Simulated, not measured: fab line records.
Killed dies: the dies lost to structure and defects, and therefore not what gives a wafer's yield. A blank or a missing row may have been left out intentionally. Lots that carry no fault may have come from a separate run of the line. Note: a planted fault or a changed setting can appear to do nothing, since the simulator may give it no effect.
Matching of chambers	flow n5Finfet	N5_MOL_CONTACT_COAG_ETCH_48 on rieDiel-04 has 4 sister chambers
The step etches SiOC in C4F6/O2, target depth 15 nm, overetch 4.5 nm, time 17 s. 16 wafers are shown with their chamber, then 8 later ones without.

## WAFERS PAIRED WITH THEIR CHAMBERS
wafer	chamber	drypumpMotorCurrentA (A)	rfVppV (V)	throttleValvePct (%)
L080.2	3	5.9	1522	41.3
L080.3	1	6.1	1606	39.7
L080.4	2	5.7	1628	40.4
L081.3	1	6.1	1605	39.7
L081.4	1	6.1	1605	39.7
L081.5	2	5.7	1628	40.4
L083.1	0	6.5	1597	40.5
L083.2	2	5.7	1629	40.4
L083.4	2	5.7	1627	40.4
L084.1	1	6.1	1606	39.7
L084.2	0	6.5	1598	40.5
L084.3	2	5.8	1630	40.4
L092.1	1	6.1	1604	39.7
L092.4	0	6.5	1598	40.5
L092.5	3	5.9	1547	40.6
L093.3	0	6.5	1598	40.5

SIGNATURES (averages over the wafers above)
reading	chamber 0	chamber 1	chamber 2	chamber 3	scatter within a chamber
drypumpMotorCurrentA	6.500	6.100	5.720	5.900	0.0258
rfVppV	1597.75	1605.20	1628.40	1534.50	5.17
throttleValvePct	40.500	39.700	40.400	40.950	0.143
Rule: a wafer lies at a distance from a chamber equal to the root of the sum of squares, over the readings, of (its reading less the chamber's mean, divided by the reading's scatter). If the next closest chamber is less than 2 further off than the closest, the wafer can't be placed; otherwise it belongs to the closest. The scatter: the root of (the sum of the squares of (reading less its chamber's mean) over the shown wafers, divided by (wafers less chambers)).

## WAFERS WITH NO CHAMBER GIVEN
wafer	drypumpMotorCurrentA (A)	rfVppV (V)	throttleValvePct (%)
L093.4	6.0	1546	40.7
L093.5	6.5	1597	40.5
L095.2	6.0	1547	40.7
L095.3	5.8	1626	40.4
L095.4	6.5	1597	40.5
L097.2	6.0	1546	40.7
L097.3	6.1	1604	39.7
L097.4	5.8	1627	40.4

## WHICH CHAMBER EACH ONE RAN IN
wafer	from the rows above	in truth
L093.4	3	3
L093.5	0	0
L095.2	3	3
L095.3	2	2
L095.4	0	0
L097.2	3	3
L097.3	1	1
L097.4	2	2
Correctly placed: 8 of 8. Not placeable from these rows: 0. Placed wrongly: 0.
